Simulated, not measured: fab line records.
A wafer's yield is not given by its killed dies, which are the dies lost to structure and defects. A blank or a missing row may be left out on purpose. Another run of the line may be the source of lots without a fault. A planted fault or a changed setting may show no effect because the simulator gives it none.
fab line records | flow n5-finfet
[record] lots = 7 | wafers = 21
route steps=1938 shown SD_EPI_P@302 HKMG_FIN@386 GATE_CUT@480 MOL_CONTACT_COAG@616 BEOL_M0_CUTY@702 BEOL_M1@754
start-h: hours from the record's opening day to when the first of the lot's shown wafers began | wait-h: time in hours since the lot's previous step | " repeats the value in the row above | L1.1+2: one row covering several wafers at once | - no value present, or no start provided | * or withheld: withheld | < > ~ a bound
route shown NAME@n: NAME is a module with steps in the file, n the number in the route of the first one | usual: mean/standard deviation taken from wafers without a fault | same: alike in all rows | chamber/n: place in a boat | sites: readings site by site | _std_site: their standard deviation | _edge_site: mean of outer sites minus mean of inner sites | radius-mm: for every site, how far away it sits from the centre of the wafer | mask NAME#n: copy n | behind: the most recent tool/chamber to have shaped the wafer | hold: what put the lot on hold/how long, in hours/how the hold closed | device: whichever transistor did not switch (one of n, p or np) | end of line: the same wafers' tests at the end of the route | step lacking rows: just its recipe | killed: not the wafer's yield, but the dies lost to structure and defects at the first sort | map: shows each die of a wafer: x if killed, . if not, _ if none is there
set.NAME: the setting that was run; set.NAME@STEP: the one run at that earlier step | model.NAME: the simulator's own value behind a step, which no gauge read
lots whose settings were changed on purpose; a table a step, a row a wafer
[[steps]]
[step N5_SD_EPI_P_DEVELOP_08]
[recipe] develop-time-s = 30 | developer = TMAH | resist = CAR-ArF-block | dev-temp-c = 23 | rinse-liquid = diw | dry = air-spin
lot.wafer | tool           | chamber | start-h | wait-h | set.develop-time-s | set.spin-rpm@SD_EPI_P_COAT_03 | model.CAR-ArF-block_of_SD_EPI_P_COAT_03.thk-nm
L078.1    | litho-track-05 | 0       | -       | -      | 30                 | 1500                          | 148.4
L078.4    | "              | 0       | "       | "      | 24.49              | 1500                          | 148.2
L078.5    | "              | 0       | "       | "      | 30                 | 1500                          | 148.2
L079.1    | litho-track-04 | 0       | -       | -      | 30                 | 1423                          | 153
L079.4+6  | "              | 0       | "       | "      | 36.06              | 1423                          | 152.4
L082.2    | litho-track-04 | 0       | -       | -      | 30                 | 1500                          | 149
L082.5    | "              | 0       | "       | "      | 35.39              | 1500                          | 149.4
L082.6    | "              | 0       | "       | "      | 35.39              | 1500                          | 149
L084.3    | litho-track-02 | 0       | -       | -      | 33.02              | 1500                          | 148.6
L084.4    | "              | 0       | "       | "      | 30                 | 1393                          | 154.4
L084.5    | "              | 0       | "       | "      | 33.02              | 1393                          | 154.4
L088.3    | litho-track-04 | 0       | -       | -      | 30                 | 1500                          | 147.8
L088.5    | "              | 0       | "       | "      | 30                 | 1434                          | 151.4
L088.6    | "              | 0       | "       | "      | 30                 | 1434                          | 151.6
L089.2+6  | litho-track-05 | 0       | -       | -      | 30                 | 1500                          | 148.2
L089.5    | "              | 0       | "       | "      | 30                 | 1500                          | 148.8
L090.1    | litho-track-05 | 0       | -       | -      | 30                 | 1659                          | 141
L090.3    | "              | 0       | "       | "      | 30                 | 1500                          | 148
L090.4    | "              | 0       | "       | "      | 30                 | 1500                          | 148.4
[step N5_SD_EPI_P_DESCUM_14]
[recipe] chemistry = O2 | time-s = 7.9 | source-power-w = 50 | bias-power-w = 20 | pressure-mtorr = 20 | rf-frequency-hz = 2.712e+07 | temp-c = 40 | resist = CAR-ArF-block | o2-flow-sccm = 225
lot.wafer | tool        | chamber | start-h | wait-h | set.spin-rpm@SD_EPI_P_COAT_03 | model.CAR-ArF-block_of_SD_EPI_P_COAT_03.thk-nm
L078.1+4  | rie-diel-03 | 3,1     | 77.55   | 0.0    | 1500                          | 143.4
L078.5    | "           | 3       | "       | "      | 1500                          | 143.2
L079.1    | rie-diel-03 | 2       | 84.94   | 0.0    | 1423                          | 148
L079.4+6  | "           | 0,1     | "       | "      | 1423                          | 147.6
L082.2+6  | rie-diel-03 | 2,0     | 101.63  | 0.0    | 1500                          | 144.2
L082.5    | "           | 1       | "       | "      | 1500                          | 144.6
L084.3    | rie-diel-03 | 2       | 114.53  | 0.0    | 1500                          | 143.6
L084.4    | "           | 3       | "       | "      | 1393                          | 149.6
L084.5    | "           | 2       | "       | "      | 1393                          | 149.4
L088.3    | rie-diel-02 | 1       | 136.67  | 0.0    | 1500                          | 142.8
L088.5    | "           | 1       | "       | "      | 1434                          | 146.6
L088.6    | "           | 0       | "       | "      | 1434                          | 146.8
L089.2+6  | rie-diel-03 | 1,2     | 144.27  | 0.0    | 1500                          | 143.4
L089.5    | "           | 1       | "       | "      | 1500                          | 144
L090.1    | rie-diel-06 | 2       | 149.86  | 0.0    | 1659                          | 136.2
L090.3    | "           | 1       | "       | "      | 1500                          | 143.2
L090.4    | "           | 0       | "       | "      | 1500                          | 143.6
[step N5_HKMG_FIN_HK_ALD_01]
[recipe] material = HfO2 | target-thk-a = 16 | temp-c = withheld | ald-precursor-family = HfCl4 | ald-co-reactant = H2O | pulse-time-s = 3 | purge-time-s = 3 | co-reactant-purge-time-s = 2.5 | co-reactant-pulse-time-s = 0.3 | ald-cycles = 30
lot.wafer  | tool      | chamber | start-h | wait-h | set.ald-cycles
L078.1+4   | ald-hk-03 | 2,3     | 93.72   | 0.0    | 30
L078.5     | "         | 3       | "       | "      | 26
L079.1+6   | ald-hk-02 | 2,1     | 101.22  | 0.0    | 34
L079.4     | "         | 0       | "       | "      | 30
L082.2+5   | ald-hk-02 | 0,1     | 117.95  | 0.0    | 34
L082.6     | "         | 0       | "       | "      | 30
L084.3+4+5 | ald-hk-01 | 3,0,0   | 130.42  | 0.1    | 30
L088.3     | ald-hk-03 | 2       | 153.70  | 0.1    | 34
L088.5+6   | "         | 2,1     | "       | "      | 30
L089.2+5+6 | ald-hk-02 | 3,0,1   | 162.73  | 0.1    | 30
L090.1+3   | ald-hk-03 | 1,0     | 166.45  | 0.1    | 30
L090.4     | "         | 3       | "       | "      | 29
[step N5_HKMG_FIN_COAT_41]
[recipe] resist = SOC | temp-c = 250 | time-s = 60 | spin-rpm = 1500 | resist-thk-nm = 300
lot.wafer | tool           | chamber | start-h | wait-h | set.spin-rpm | model.SOC_of_HKMG_FIN_COAT_41.thk-nm
L078.1    | litho-track-01 | 0       | 94.46   | -      | 1500         | 301.2
L078.4    | "              | 0       | "       | "      | 1358         | 316.4
L078.5    | "              | 0       | "       | "      | 1358         | 315.6
L079.1    | litho-track-04 | 0       | 101.81  | -      | 1500         | 301.8
L079.4    | "              | 0       | "       | "      | 1553         | 295.6
L079.6    | "              | 0       | "       | "      | 1500         | 300.8
L082.2    | litho-track-02 | 0       | 118.53  | -      | 1500         | 298.8
L082.5    | "              | 0       | "       | "      | 1396         | 310
L082.6    | "              | 0       | "       | "      | 1500         | 298.4
L084.3    | litho-track-04 | 0       | 131.15  | -      | 1500         | 298.2
L084.4    | "              | 0       | "       | "      | 1381         | 312.6
L084.5    | "              | 0       | "       | "      | 1381         | 312
L088.3    | litho-track-02 | 0       | 154.60  | -      | 1500         | 301.2
L088.5    | "              | 0       | "       | "      | 1500         | 300.2
L088.6    | "              | 0       | "       | "      | 1500         | 301
L089.2    | litho-track-04 | 0       | 163.91  | -      | 1500         | 300.4
L089.5+6  | "              | 0       | "       | "      | 1500         | 299.8
L090.1    | litho-track-04 | 0       | 167.23  | -      | 1561         | 293
L090.3    | "              | 0       | "       | "      | 1561         | 292
L090.4    | "              | 0       | "       | "      | 1500         | 299.2
[step N5_HKMG_FIN_COAT_42]
[recipe] resist = SiARC | temp-c = 220 | time-s = 60 | spin-rpm = 1500 | resist-thk-nm = 35
[step N5_HKMG_FIN_COAT_43]
[recipe] resist = CAR-ArF | spin-rpm = 1500 | resist-thk-nm = 90
[step N5_HKMG_FIN_WET_ETCH_82]
[recipe] chemistry = dHCl | mix = 1:10000 | temp-c = 25 | target = La2O3 | stop-on = HfO2 | target-depth-nm = 2 | dry = ipa-marangoni | rinse-time-s = 30 | rinse-temp-c = 23
[step N5_HKMG_FIN_ALD_36]
[recipe] material = TiN | target-thk-a = 10 | temp-c = 400 | ald-precursor-family = TiCl4 | ald-co-reactant = NH3 | pulse-time-s = 1 | purge-time-s = 3 | co-reactant-purge-time-s = 2 | co-reactant-pulse-time-s = 2 | ald-cycles = 47 | pressure-torr = 3
[step N5_HKMG_FIN_THK_MEAS_70]
[recipe] thk-meas-gauge = xrf | reads = HfO2_of_HKMG_FIN_HK_ALD_01
[usual] HK_THK = 1.621/0.021
lot.wafer | tool          | chamber | start-h | wait-h | set.ald-cycles@HKMG_FIN_HK_ALD_01 | HK_THK[nm]
L078.1    | film-metro-01 | -       | 97.40   | 0.2    | 30                                | 1.622
L078.4    | "             | -       | "       | "      | 30                                | 1.610
L078.5    | "             | -       | "       | "      | 26                                | 1.407
L079.1    | film-metro-02 | -       | 104.56  | 0.2    | 34                                | 1.838
L079.4    | "             | -       | "       | "      | 30                                | 1.637
L079.6    | "             | -       | "       | "      | 34                                | 1.869
L082.2    | film-metro-02 | -       | 121.30  | 0.2    | 34                                | 1.799
L082.5    | "             | -       | "       | "      | 34                                | 1.850
L082.6    | "             | -       | "       | "      | 30                                | 1.551
L084.3    | film-metro-01 | -       | 134.25  | 0.2    | 30                                | 1.608
L084.4    | "             | -       | "       | "      | 30                                | 1.610
L084.5    | "             | -       | "       | "      | 30                                | 1.588
L088.3    | film-metro-01 | -       | 157.69  | 0.2    | 34                                | 1.855
L088.5    | "             | -       | "       | "      | 30                                | 1.644
L088.6    | "             | -       | "       | "      | 30                                | 1.625
L089.2    | film-metro-02 | -       | 167.07  | 0.2    | 30                                | 1.632
L089.5    | "             | -       | "       | "      | 30                                | 1.598
L089.6    | "             | -       | "       | "      | 30                                | 1.621
L090.1    | film-metro-02 | -       | 170.15  | 0.2    | 30                                | 1.604
L090.3    | "             | -       | "       | "      | 30                                | 1.603
L090.4    | "             | -       | "       | "      | 29                                | 1.547
[step N5_GATE_CUT_COAT_27]
[recipe] resist = underlayer | temp-c = 205 | time-s = 60 | spin-rpm = 1500 | resist-thk-nm = 10
lot.wafer  | tool           | chamber | start-h | wait-h | set.spin-rpm | model.underlayer_of_GATE_CUT_COAT_27.thk-nm
L078.1+4+5 | litho-track-03 | 0       | -       | -      | 1500         | 10
L079.1+4   | litho-track-03 | 0       | -       | -      | 1500         | 10
L079.6     | "              | 0       | "       | "      | 1353         | 10.6
L082.2+6   | litho-track-03 | 0       | -       | -      | 1500         | 10
L082.5     | "              | 0       | "       | "      | 1387         | 10.4
L084.3     | litho-track-03 | 0       | -       | -      | 1500         | 10
L084.4+5   | "              | 0       | "       | "      | 1621         | 9.6
L088.3+5   | litho-track-03 | 0       | -       | -      | 1603         | 9.6
L088.6     | "              | 0       | "       | "      | 1500         | 10
L089.2+5+6 | litho-track-04 | 0       | -       | -      | 1500         | 10
L090.1+3+4 | litho-track-03 | 0       | -       | -      | 1500         | 10
[step N5_GATE_CUT_COAT_07]
[recipe] resist = CAR-EUV | spin-rpm = 1500 | resist-thk-nm = 30
lot.wafer  | tool           | chamber | start-h | wait-h | set.spin-rpm | model.CAR-EUV_of_GATE_CUT_COAT_07.thk-nm
L078.1+4   | litho-track-03 | 0       | -       | -      | 1425         | 30.6
L078.5     | "              | 0       | "       | "      | 1500         | 29.8
L079.1+4+6 | litho-track-03 | 0       | -       | -      | 1500         | 30
L082.2     | litho-track-03 | 0       | -       | -      | 1407         | 31
L082.5+6   | "              | 0       | "       | "      | 1500         | 30
L084.3+4   | litho-track-03 | 0       | -       | -      | 1356         | 31.6
L084.5     | "              | 0       | "       | "      | 1500         | 30
L088.3+5+6 | litho-track-03 | 0       | -       | -      | 1500         | 29.8
L089.2+5   | litho-track-04 | 0       | -       | -      | 1500         | 30
L089.6     | "              | 0       | "       | "      | 1500         | 30.2
L090.1+3+4 | litho-track-03 | 0       | -       | -      | 1500         | 30
[step N5_GATE_CUT_EBR_09]
[recipe] solvent = PGMEA | ebr-width-mm = 1.5
[step N5_GATE_CUT_SOFTBAKE_08]
[recipe] temp-c = 110 | time-s = 60 | resist = CAR-EUV
[step N5_GATE_CUT_DESCUM_18]
[recipe] chemistry = O2 | time-s = 7 | source-power-w = 50 | bias-power-w = 20 | pressure-mtorr = 20 | rf-frequency-hz = 2.712e+07 | temp-c = 40 | resist = CAR-EUV | o2-flow-sccm = 225
[step N5_GATE_CUT_ETCH_28]
[recipe] chemistry = N2/H2 | target = underlayer | target-depth-a = 130 | mask-material = CAR-EUV | time-s = 10.4 | ion-energy-ev = 200 | pressure-mtorr = 30 | source-w = 840 | bias-w = 150 | n2-flow-sccm = 200 | h2-flow-sccm = 200 | ends = cleared
lot.wafer | tool        | chamber | start-h | wait-h | set.spin-rpm@GATE_CUT_COAT_27 | set.spin-rpm@GATE_CUT_COAT_07 | model.CAR-EUV_of_GATE_CUT_COAT_07.thk-nm | model.etch.depth-nm
L078.1    | rie-diel-03 | 0       | 106.94  | 0.0    | 1500                          | 1425                          | 15.4                                     | 10.05
L078.4    | "           | 2       | "       | "      | 1500                          | 1425                          | 15.2                                     | 10.06
L078.5    | "           | 0       | "       | "      | 1500                          | 1500                          | 14.6                                     | 10.04
L079.1    | rie-diel-02 | 3       | 113.97  | 0.0    | 1500                          | 1500                          | 14.6                                     | 10.04
L079.4    | "           | 1       | "       | "      | 1500                          | 1500                          | 14.6                                     | 10.07
L079.6    | "           | 2       | "       | "      | 1353                          | 1500                          | 13.8                                     | 10.55
L082.2    | rie-diel-06 | 2       | 130.56  | 0.0    | 1500                          | 1407                          | 15.6                                     | 10.04
L082.5    | "           | 3       | "       | "      | 1387                          | 1500                          | 14.2                                     | 10.39
L082.6    | "           | 2       | "       | "      | 1500                          | 1500                          | 14.6                                     | 10.01
L084.3    | rie-diel-03 | 0       | 143.79  | 0.0    | 1500                          | 1356                          | 16.2                                     | 9.979
L084.4    | "           | 2       | "       | "      | 1621                          | 1356                          | 16.6                                     | 9.609
L084.5    | "           | 1       | "       | "      | 1621                          | 1500                          | 15                                       | 9.632
L088.3    | rie-diel-03 | 2       | 167.29  | 0.0    | 1603                          | 1500                          | 14.8                                     | 9.691
L088.5    | "           | 3       | "       | "      | 1603                          | 1500                          | 14.8                                     | 9.677
L088.6    | "           | 2       | "       | "      | 1500                          | 1500                          | 14.4                                     | 10.03
L089.2    | rie-diel-02 | 0       | 176.38  | 0.0    | 1500                          | 1500                          | 14.6                                     | 10
L089.5    | "           | 3       | "       | "      | 1500                          | 1500                          | 14.8                                     | 10
L089.6    | "           | 0       | "       | "      | 1500                          | 1500                          | 14.6                                     | 10.02
L090.1    | rie-diel-03 | 2       | 179.61  | 0.0    | 1500                          | 1500                          | 14.4                                     | 10.06
L090.3    | "           | 3       | "       | "      | 1500                          | 1500                          | 14.6                                     | 10.03
L090.4    | "           | 1       | "       | "      | 1500                          | 1500                          | 14.4                                     | 10.03
[step N5_GATE_CUT_ETCH_36]
[recipe] chemistry = CF4 | target = SiARC | target-depth-a = 130 | mask-material = CAR-EUV | time-s = 21.7 | ion-energy-ev = 80 | pressure-mtorr = 40 | source-w = 545 | bias-w = 36 | Ar_flow_sccm = 100 | cf4-flow-sccm = 100 | ends = cleared
lot.wafer  | tool        | chamber | start-h | wait-h | set.spin-rpm@GATE_CUT_COAT_27 | set.spin-rpm@GATE_CUT_COAT_07 | model.CAR-EUV_of_GATE_CUT_COAT_07.thk-nm
L078.1     | rie-diel-03 | 0       | 106.96  | 0.0    | 1500                          | 1425                          | 7.6
L078.4     | "           | 2       | "       | "      | 1500                          | 1425                          | 7.4
L078.5     | "           | 0       | "       | "      | 1500                          | 1500                          | 6.8
L079.1+4   | rie-diel-02 | 3,1     | 113.99  | 0.0    | 1500                          | 1500                          | 6.8
L079.6     | "           | 2       | "       | "      | 1353                          | 1500                          | 6.2
L082.2     | rie-diel-06 | 2       | 130.58  | 0.0    | 1500                          | 1407                          | 8
L082.5     | "           | 3       | "       | "      | 1387                          | 1500                          | 6.4
L082.6     | "           | 2       | "       | "      | 1500                          | 1500                          | 7
L084.3     | rie-diel-03 | 0       | 143.81  | 0.0    | 1500                          | 1356                          | 8.6
L084.4     | "           | 2       | "       | "      | 1621                          | 1356                          | 9
L084.5     | "           | 1       | "       | "      | 1621                          | 1500                          | 7.2
L088.3+5   | rie-diel-03 | 2,3     | 167.31  | 0.0    | 1603                          | 1500                          | 7.2
L088.6     | "           | 2       | "       | "      | 1500                          | 1500                          | 6.8
L089.2     | rie-diel-02 | 0       | 176.40  | 0.0    | 1500                          | 1500                          | 6.8
L089.5+6   | "           | 3,0     | "       | "      | 1500                          | 1500                          | 7
L090.1+3+4 | rie-diel-03 | 2,3,1   | 179.63  | 0.0    | 1500                          | 1500                          | 6.8
[step N5_MOL_CONTACT_COAG_ETCH_124]
[recipe] chemistry = CH3F/O2 | target = SiNx | target-depth-a = 65 | mask-material = SOC | stop-on = SiOC | over-etch-frac = 0.3 | ion-energy-ev = 120 | pressure-mtorr = 30 | source-w = 395 | bias-w = 73 | Ar_flow_sccm = 150 | CH3F_flow_sccm = 30 | O2_flow_sccm = 20 | ends = end-point
[usual] rf-vpp-V = 298/6.5
lot.wafer | tool        | chamber | start-h | wait-h | set.bias-w | rf-vpp-V
L078.1    | rie-diel-05 | 3       | 121.95  | 0.0    | 60.29      | 252
L078.4    | "           | 2       | "       | "      | 73         | 301
L078.5    | "           | 1       | "       | "      | 73         | 298
L079.1    | rie-diel-05 | 0       | 129.15  | 0.0    | 77.7       | 313
L079.4    | "           | 1       | "       | "      | 73         | 298
L079.6    | "           | 1       | "       | "      | 77.7       | 314
L082.2    | rie-diel-05 | 1       | 148.01  | 0.0    | 73         | 299
L082.5    | "           | 3       | "       | "      | 63.91      | 264
L082.6    | "           | 0       | "       | "      | 73         | 297
L084.3    | rie-diel-05 | 3       | 159.41  | 0.0    | 73         | 295
L084.4    | "           | 2       | "       | "      | 68.63      | 284
L084.5    | "           | 1       | "       | "      | 68.63      | 285
L088.3    | rie-diel-05 | 1       | 184.06  | 0.0    | 60.18      | 257
L088.5    | "           | 2       | "       | "      | 73         | 302
L088.6    | "           | 3       | "       | "      | 60.18      | 251
L089.2    | rie-diel-05 | 0       | 194.31  | 0.0    | 73         | 296
L089.5    | "           | 3       | "       | "      | 73         | 293
L089.6    | "           | 2       | "       | "      | 73         | 300
L090.1    | rie-diel-05 | 3       | 195.55  | 0.0    | 73         | 295
L090.3    | "           | 0       | "       | "      | 61.04      | 256
L090.4    | "           | 1       | "       | "      | 61.04      | 259
[step N5_BEOL_M0_CUTY_COAT_51]
[recipe] resist = CAR-ArF-block | spin-rpm = 1500 | resist-thk-nm = 150
lot.wafer | tool           | chamber | start-h | wait-h | set.spin-rpm | model.CAR-ArF-block_of_BEOL_M0_CUTY_COAT_51.thk-nm
L078.1    | litho-track-01 | 0       | -       | -      | 1650         | 142.8
L078.4    | "              | 0       | "       | "      | 1650         | 143
L078.5    | "              | 0       | "       | "      | 1650         | 143.4
L079.1+6  | litho-track-03 | 0       | -       | -      | 1332         | 159.2
L079.4    | "              | 0       | "       | "      | 1332         | 159
L082.2    | litho-track-05 | 0       | -       | -      | 1408         | 154.8
L082.5    | "              | 0       | "       | "      | 1408         | 154.4
L082.6    | "              | 0       | "       | "      | 1500         | 149.4
L084.3+4  | litho-track-03 | 0       | -       | -      | 1500         | 149.8
L084.5    | "              | 0       | "       | "      | 1500         | 150
L088.3    | litho-track-01 | 0       | -       | -      | 1500         | 149.8
L088.5    | "              | 0       | "       | "      | 1391         | 156.2
L088.6    | "              | 0       | "       | "      | 1500         | 150.2
L089.2    | litho-track-05 | 0       | -       | -      | 1500         | 150.2
L089.5    | "              | 0       | "       | "      | 1500         | 149.8
L089.6    | "              | 0       | "       | "      | 1500         | 150.4
L090.1+4  | litho-track-05 | 0       | -       | -      | 1500         | 150.2
L090.3    | "              | 0       | "       | "      | 1594         | 145.8
[step N5_BEOL_M0_CUTY_EBR_52]
[recipe] solvent = PGMEA | ebr-width-mm = 1.5
[step N5_BEOL_M0_CUTY_SOFTBAKE_53]
[recipe] temp-c = 110 | time-s = 60 | resist = CAR-ArF-block
[step N5_BEOL_M0_CUTY_EXPOSE_54]
[recipe] mask-id = M0_ABLK | na = 1.35 | source-shape = conventional | sigma-outer = 0.8 | polarization = unpolarized | dose-mj = 36
[step N5_BEOL_M0_CUTY_PEB_55]
[recipe] peb-temp-c = 110 | peb-time-s = 60 | resist = CAR-ArF-block
[step N5_BEOL_M0_CUTY_DEVELOP_56]
[recipe] develop-time-s = 30 | developer = TMAH | resist = CAR-ArF-block | rinse-liquid = diw | dry = air-spin | dev-temp-c = 23
lot.wafer  | tool           | chamber | start-h | wait-h | set.spin-rpm@BEOL_M0_CUTY_COAT_51 | model.CAR-ArF-block_of_BEOL_M0_CUTY_COAT_51.thk-nm
L078.1     | litho-track-01 | 0       | -       | -      | 1650                              | 141
L078.4     | "              | 0       | "       | "      | 1650                              | 141.2
L078.5     | "              | 0       | "       | "      | 1650                              | 141.6
L079.1+4+6 | litho-track-03 | 0       | -       | -      | 1332                              | 157.4
L082.2     | litho-track-05 | 0       | -       | -      | 1408                              | 153
L082.5     | "              | 0       | "       | "      | 1408                              | 152.6
L082.6     | "              | 0       | "       | "      | 1500                              | 147.8
L084.3+4   | litho-track-01 | 0       | -       | -      | 1500                              | 148
L084.5     | "              | 0       | "       | "      | 1500                              | 148.4
L088.3     | litho-track-01 | 0       | -       | -      | 1500                              | 148
L088.5     | "              | 0       | "       | "      | 1391                              | 154.4
L088.6     | "              | 0       | "       | "      | 1500                              | 148.4
L089.2     | litho-track-05 | 0       | -       | -      | 1500                              | 148.6
L089.5     | "              | 0       | "       | "      | 1500                              | 148
L089.6     | "              | 0       | "       | "      | 1500                              | 148.8
L090.1     | litho-track-05 | 0       | -       | -      | 1500                              | 148.6
L090.3     | "              | 0       | "       | "      | 1594                              | 144
L090.4     | "              | 0       | "       | "      | 1500                              | 148.4
[step N5_BEOL_M0_CUTY_ETCH_63]
[recipe] chemistry = N2/H2 | target = SOC | target-depth-a = 827 | overetch-a = 165 | mask-material = SiARC | temp-c = 40 | ion-energy-ev = 200 | time-s = 124 | pressure-mtorr = 30 | source-w = 840 | bias-w = 150 | n2-flow-sccm = 200 | h2-flow-sccm = 200
[usual] rf-vpp-V = 523.5/2.6
lot.wafer | tool        | chamber | start-h | wait-h | set.source-w | rf-vpp-V
L078.1    | rie-diel-01 | 2       | 134.77  | 0.0    | 840          | 523.3
L078.4    | "           | 1       | "       | "      | 840          | 527.3
L078.5    | "           | 1       | "       | "      | 840          | 526.6
L079.1    | rie-diel-04 | 1       | 141.33  | 0.0    | 925.4        | 505.1
L079.4    | "           | 2       | "       | "      | 840          | 525.5
L079.6    | "           | 2       | "       | "      | 840          | 525.1
L082.2    | rie-diel-01 | 2       | 159.49  | 0.0    | 938.5        | 505.4
L082.5    | "           | 1       | "       | "      | 938.5        | 508.3
L082.6    | "           | 0       | "       | "      | 840          | 525.2
L084.3    | rie-diel-01 | 1       | 173.02  | 0.0    | 693.9        | 561.8
L084.4    | "           | 1       | "       | "      | 840          | 525.8
L084.5    | "           | 3       | "       | "      | 693.9        | 555.8
L088.3    | rie-diel-04 | 0       | 195.52  | 0.0    | 840          | 524.1
L088.5    | "           | 2       | "       | "      | 840          | 524.8
L088.6    | "           | 1       | "       | "      | 840          | 521.1
L089.2    | rie-diel-04 | 2       | 206.56  | 0.0    | 840          | 524.4
L089.5    | "           | 3       | "       | "      | 840          | 521.8
L089.6    | "           | 0       | "       | "      | 840          | 521.7
L090.1    | rie-diel-01 | 3       | 209.88  | 0.0    | 840          | 522.0
L090.3    | "           | 2       | "       | "      | 840          | 523.3
L090.4    | "           | 1       | "       | "      | 942.4        | 508.2
[step N5_BEOL_M1_HM_DEP_02]
[recipe] material = TiN | target-thk-a = 200 | temp-c = 25 | chamber-pressure-pa = 0.49996
lot.wafer | tool           | chamber | start-h | wait-h | set.target-thk-a | model.TiN_of_BEOL_M1_HM_DEP_02.thk-nm
L078.1    | pvd-sputter-01 | -       | 142.65  | 0.7    | 200              | 19.6
L078.4    | "              | -       | "       | "      | 200              | 20
L078.5    | "              | -       | "       | "      | 200              | 19.2
L079.1    | pvd-sputter-03 | -       | 149.56  | 0.5    | 226.3            | 22.6
L079.4    | "              | -       | "       | "      | 226.3            | 22.4
L079.6    | "              | -       | "       | "      | 200              | 20.2
L082.2+5  | pvd-sputter-03 | -       | 172.25  | 0.4    | 180.8            | 17.6
L082.6    | "              | -       | "       | "      | 180.8            | 18.2
L084.3    | pvd-sputter-01 | -       | 179.92  | 0.8    | 209.1            | 21.4
L084.4    | "              | -       | "       | "      | 200              | 19.8
L084.5    | "              | -       | "       | "      | 200              | 19.6
L088.3    | pvd-sputter-01 | -       | 202.08  | 1.4    | 216.2            | 22.2
L088.5    | "              | -       | "       | "      | 216.2            | 21.4
L088.6    | "              | -       | "       | "      | 216.2            | 21.6
L089.2+6  | pvd-sputter-01 | -       | 212.97  | 1.0    | 200              | 19.4
L089.5    | "              | -       | "       | "      | 200              | 19.6
L090.1    | pvd-sputter-03 | -       | 217.59  | 0.8    | 200              | 19.8
L090.3    | "              | -       | "       | "      | 182.1            | 18.4
L090.4    | "              | -       | "       | "      | 200              | 20
[[key]]
[split] step = N5_SD_EPI_P_DEVELOP_08 | setting = develop-time-s | stated = 30 | by = wafer
response none clear
[split] step = N5_HKMG_FIN_HK_ALD_01 | setting = ald-cycles | stated = 30 | by = wafer
[response] step = N5_HKMG_FIN_THK_MEAS_70 | reading = HK_THK | change = +0.0172 | per = 1% | r = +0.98
[split] step = N5_HKMG_FIN_COAT_41 | setting = spin-rpm | stated = 1500 | by = wafer
[response] step = N5_HKMG_FIN_COAT_41 | reading = model.SOC_of_HKMG_FIN_COAT_41.thk-nm | change = -1.65 | per = 1% | r = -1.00
[split] step = N5_GATE_CUT_COAT_27 | setting = spin-rpm | stated = 1500 | by = wafer
[response] step = N5_GATE_CUT_COAT_27 | reading = model.underlayer_of_GATE_CUT_COAT_27.thk-nm | change = -0.0561 | per = 1% | r = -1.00
[response] step = N5_GATE_CUT_ETCH_28 | reading = model.etch.depth-nm | change = -0.0485 | per = 1% | r = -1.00
[response] step = N5_GATE_CUT_ETCH_28 | reading = model.CAR-EUV_of_GATE_CUT_COAT_07.thk-nm | slope = +0.0628 | per = 1% | together-with = spin-rpm@GATE_CUT_COAT_07 | explained = 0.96
[response] step = N5_GATE_CUT_ETCH_36 | reading = model.CAR-EUV_of_GATE_CUT_COAT_07.thk-nm | slope = +0.059 | per = 1% | together-with = spin-rpm@GATE_CUT_COAT_07 | explained = 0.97
[split] step = N5_GATE_CUT_COAT_07 | setting = spin-rpm | stated = 1500 | by = wafer
[response] step = N5_GATE_CUT_COAT_07 | reading = model.CAR-EUV_of_GATE_CUT_COAT_07.thk-nm | change = -0.164 | per = 1% | r = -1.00
[response] step = N5_GATE_CUT_ETCH_36 | reading = model.CAR-EUV_of_GATE_CUT_COAT_07.thk-nm | change = -0.173 | per = 1% | r = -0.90
[response] step = N5_GATE_CUT_ETCH_28 | reading = model.CAR-EUV_of_GATE_CUT_COAT_07.thk-nm | slope = -0.163 | per = 1% | together-with = spin-rpm@GATE_CUT_COAT_27 | explained = 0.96
[split] step = N5_MOL_CONTACT_COAG_ETCH_124 | setting = bias-w | stated = 73 | by = wafer
[response] step = N5_MOL_CONTACT_COAG_ETCH_124 | reading = rf-vpp-V | change = +2.57 | per = 1% | r = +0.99
[split] step = N5_BEOL_M0_CUTY_COAT_51 | setting = spin-rpm | stated = 1500 | by = wafer
[response] step = N5_BEOL_M0_CUTY_COAT_51 | reading = model.CAR-ArF-block_of_BEOL_M0_CUTY_COAT_51.thk-nm | change = -0.806 | per = 1% | r = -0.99
[response] step = N5_BEOL_M0_CUTY_DEVELOP_56 | reading = model.CAR-ArF-block_of_BEOL_M0_CUTY_COAT_51.thk-nm | change = -0.801 | per = 1% | r = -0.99
[split] step = N5_BEOL_M0_CUTY_ETCH_63 | setting = source-w | stated = 840 | by = wafer
[response] step = N5_BEOL_M0_CUTY_ETCH_63 | reading = rf-vpp-V | change = -1.69 | per = 1% | r = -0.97
[split] step = N5_BEOL_M1_HM_DEP_02 | setting = target-thk-a | stated = 200 | by = wafer
[response] step = N5_BEOL_M1_HM_DEP_02 | reading = model.TiN_of_BEOL_M1_HM_DEP_02.thk-nm | change = +0.188 | per = 1% | r = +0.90
split outside-this-file step=N5_SD_EPI_P_COAT_03 setting=spin-rpm
// split outside-this-file: this setting was split too, and the file shows its column; the key of that split is in another file
